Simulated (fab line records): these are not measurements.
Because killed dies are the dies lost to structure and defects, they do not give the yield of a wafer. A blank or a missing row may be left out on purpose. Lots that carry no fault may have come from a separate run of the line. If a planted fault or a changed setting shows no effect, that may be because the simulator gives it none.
Problem report in the 8D (eight disciplines) form, filled by code / flow nand_harc / the parts of the form that need people (team, actions taken, sign-off) are left out

1. PROBLEM STATEMENT
cd_nm at NHARC_A_M0_CD_MEAS_09 reads a mean of 105.7 nm on 6 wafers of 2 lots; wafers without a fault read 79.6 nm with a standard deviation of 0.7. Relative to the usual mean, that is a shift of +37 standard deviations.
The step: target cd 80 nm.
Seen first at day 26 14:44 on cd_sem-03, wafer L253.3. The record has a number at this step for 33 wafers belonging to 11 lots. The rule behind "out" and "out of limits": a value lying over 4 standard deviations away from the usual mean. The other wafers with a number count as sound.

2. WHAT IT IS, WHAT IT ISN'T
question=which readings at this step | is=cd_nm | is not=-
question=which lots | is=L253, L255 | is not=L245, L247, L248, L249, L250, L252, L259, L265, L268
question=which wafers of those lots | is=all that have a number | is not=-
question=read on which gauges | is=cd_sem-03 | is not=cd_sem-01, cd_sem-02
question=when | is=from day 26 14:44 | is not=up to then (18 sound wafers); but 9 sound wafers of L259, L265, L268 came after

3. SUSPECTS, AND WHAT RULES EACH OUT
Counting: a tool at a process step up to the reading stays a suspect if it ran every lot that is out and no sound lot after the first of them.
- the gauge at NHARC_A_M0_CD_MEAS_09 is ruled out. All the wafers that are out were read on cd_sem-03, but those of them that NHARC_A_M0_EXPOSE_06 has rows for are out there too, on other tools.
- arfi_scanner-02 at NHARC_A_M0_EXPOSE_06 (exposes mask A M0, target cd 80 nm): kept. All lots that are out passed through it, beginning with L253 at day 26 14:37, and no sound lot followed; its final sound lot before that point was L252 at day 25 17:35. Its own exposure_dose_mJ_cm2 readings are out on those wafers.
After counting, what remains is arfi_scanner-02 at NHARC_A_M0_EXPOSE_06.

4. THE CAUSE (what the simulator had put in)
Process parameters drifting: arfi_scanner-02 at NHARC_A_M0_EXPOSE_06, beginning at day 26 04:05. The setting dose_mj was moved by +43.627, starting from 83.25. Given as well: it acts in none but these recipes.
After counting, this tool was the only one left.

5. SEQUENCE OF EFFECTS, ordered by route
Each row: a reading where the mean over the struck wafers with a number is more than 3 standard deviations away from the usual. Scope: only readings with a usual standard deviation given in the record; hours: median across lots of the time from each lot's start at the first step in this table that gives one to its start at this step; sigmas: change in usual standard deviations.
hours=0; step=NHARC_A_M0_EXPOSE_06; reading=exposure_dose_mJ_cm2; usual=83.15; on struck wafers=122.73; change=+39.58; sigmas=+99 or more
hours=0; step=NHARC_A_M0_CD_MEAS_09; reading=cd_nm; usual=79.6 nm; on struck wafers=105.7; change=+26.1; sigmas=+37
Its process steps:
- NHARC_A_M0_EXPOSE_06: exposes mask A M0, target cd 80 nm.
Later steps that measure or inspect, where all struck wafers having a row at the step show a number for every such reading and not one has moved that far: NHARC_A_M0_OVL_MEAS_10, NHARC_END_SORT_01.

6. HOW IT WOULD HAVE BEEN CAUGHT EARLIER
The first out-of-limits reading at a measuring or inspecting step in this record came at day 26 14:44, 11 hours after the fault's start at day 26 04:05.
The tool's own readings at NHARC_A_M0_EXPOSE_06 were out on every struck wafer that the step has a row for (exposure_dose_mJ_cm2): an alarm limit on them would have fired on the first of those.
Of the lots that are out (2), L255 began NHARC_A_M0_EXPOSE_06 on arfi_scanner-02 after day 26 14:44. It would have been spared by a hold on the tool at that moment.
